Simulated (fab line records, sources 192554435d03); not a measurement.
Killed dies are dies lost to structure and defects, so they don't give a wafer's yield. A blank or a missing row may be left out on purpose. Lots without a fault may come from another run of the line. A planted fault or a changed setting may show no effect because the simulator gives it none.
Split-lot experiment | flow n5_finfet | 7 lots, 39 wafers read, on a route of 1938 steps

THE SPLIT
At N5_BEOL_M9_CVD_78 (deposits Co from CCTBA/H2, target thk 2 nm, time 138.9 s), the setting target_thk_a was moved away from the recipe's 20 angstrom on 15 of the 39 wafers read, by -58.6% to +60.0%. The other wafers ran this setting at the recipe's value.

The reading is taken at the split's own step.

THE READING
Co_of_BEOL_M9_CVD_78.thk_nm (the simulator's own value, which no gauge read), in nm, at N5_BEOL_M9_CVD_78 (deposits Co from CCTBA/H2, target thk 2 nm, time 138.9 s). The file gives no usual value for it. The 24 wafers here that ran the recipe average 2.0 nm, standard deviation 0.15 nm.

wafer  | tool, chamber at the split | target_thk_a as run, angstrom | against the recipe | Co_of_BEOL_M9_CVD_78.thk_nm, nm | against lot-mates on the recipe
L076.1 | cvd_co-02, 1               | 8.281                         | -58.6%             | 1                               | -0.9
L076.2 | cvd_co-02, 2               | 20                            | recipe             | 1.8                             | -
L076.6 | cvd_co-02, 2               | 20                            | recipe             | 1.8                             | -
L076.3 | cvd_co-02, 0               | 20                            | recipe             | 2                               | -
L076.4 | cvd_co-02, 1,0             | 8.281                         | -58.6%             | 0.8                             | -1.1
L076.5 | cvd_co-02, 1,0             | 8.281                         | -58.6%             | 0.8                             | -1.1
L075.1 | cvd_co-02, 0               | 20                            | recipe             | 2                               | -
L075.4 | cvd_co-02, 0               | 20                            | recipe             | 2                               | -
L075.2 | cvd_co-02, 2               | 20                            | recipe             | 1.8                             | -
L075.3 | cvd_co-02, 1               | 32                            | +60.0%             | 3.2                             | +1.3
L075.5 | cvd_co-02, 1               | 32                            | +60.0%             | 3.4                             | +1.5
L075.6 | cvd_co-02, 2               | 32                            | +60.0%             | 3                               | +1.1
L078.1 | cvd_co-02, 0               | 20                            | recipe             | 2                               | -
L078.2 | cvd_co-02, 2               | 20                            | recipe             | 1.8                             | -
L078.3 | cvd_co-02, 1,0             | 30.58                         | +52.9%             | 3.2                             | +1.2
L078.4 | cvd_co-02, 1,0             | 30.58                         | +52.9%             | 3.2                             | +1.2
L078.5 | cvd_co-02, 2               | 30.58                         | +52.9%             | 3                               | +1.0
L078.6 | cvd_co-02, 1               | 20                            | recipe             | 2.2                             | -
L081.1 | cvd_co-02, 2               | 28.97                         | +44.8%             | 2.8                             | +0.7
L081.6 | cvd_co-02, 2               | 28.97                         | +44.8%             | 2.8                             | +0.7
L081.2 | cvd_co-02, 0,1             | 20                            | recipe             | 2                               | -
L081.3 | cvd_co-02, 0,1             | 20                            | recipe             | 2                               | -
L081.4 | cvd_co-02, 1               | 20                            | recipe             | 2.2                             | -
L081.5 | cvd_co-02, 0               | 28.97                         | +44.8%             | 3                               | +0.9
L079.1 | cvd_co-02, 0,1,1,0         | 20                            | recipe             | 2                               | -
L079.3 | cvd_co-02, 0,1,1,0         | 20                            | recipe             | 2                               | -
L079.4 | cvd_co-02, 0,1,1,0         | 20                            | recipe             | 2                               | -
L079.6 | cvd_co-02, 0,1,1,0         | 20                            | recipe             | 2                               | -
L079.2 | cvd_co-02, 2               | 20                            | recipe             | 1.8                             | -
L079.5 | cvd_co-02, 2               | 20                            | recipe             | 1.8                             | -
L084.1 | cvd_co-01, 0               | 20                            | recipe             | 2                               | -
L084.6 | cvd_co-01, 0               | 20                            | recipe             | 2                               | -
L084.5 | cvd_co-01, 2               | 20                            | recipe             | 2.2                             | -
L095.1 | cvd_co-01, 0,2             | 13.69                         | -31.6%             | 1.4                             | -0.5
L095.2 | cvd_co-01, 0,2             | 13.69                         | -31.6%             | 1.4                             | -0.5
L095.3 | cvd_co-01, 1               | 20                            | recipe             | 1.6                             | -
L095.4 | cvd_co-01, 0               | 20                            | recipe             | 2                               | -
L095.5 | cvd_co-01, 2               | 20                            | recipe             | 2.2                             | -
L095.6 | cvd_co-01, 1               | 13.69                         | -31.6%             | 1                               | -0.9
Where a row lists several chambers, the file gives one row for several wafers and doesn't say which wafer went through which chamber.

THE FIT
A straight line over all 39 wafers: Co_of_BEOL_M9_CVD_78.thk_nm changes by +0.0204 nm for each +1% of target_thk_a; r = +0.97; the points scatter about the line by 0.15 nm.
The same after taking each lot's own level away (the mean of its wafers on the recipe; 39 wafers): +0.0195 nm for each +1%; r = +0.97; scatter 0.15 nm.
On that fit, the largest move of target_thk_a shifts the reading by 1.2 nm.
The lots' own levels span 1.87 to 2.07 nm, that is 1.3 times the standard deviation above.
So the lot-to-lot level changes the slope little: the two slopes agree.
Check: with one of the wafers moved furthest among these (+60.0%) left out of the fit, the line predicts +1.18 nm for it against its lot-mates. It came out at +1.27 nm against them.

THE FILE'S OWN FIT
Co_of_BEOL_M9_CVD_78.thk_nm changes by +0.0196 nm for each +1% of target_thk_a, r = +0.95.
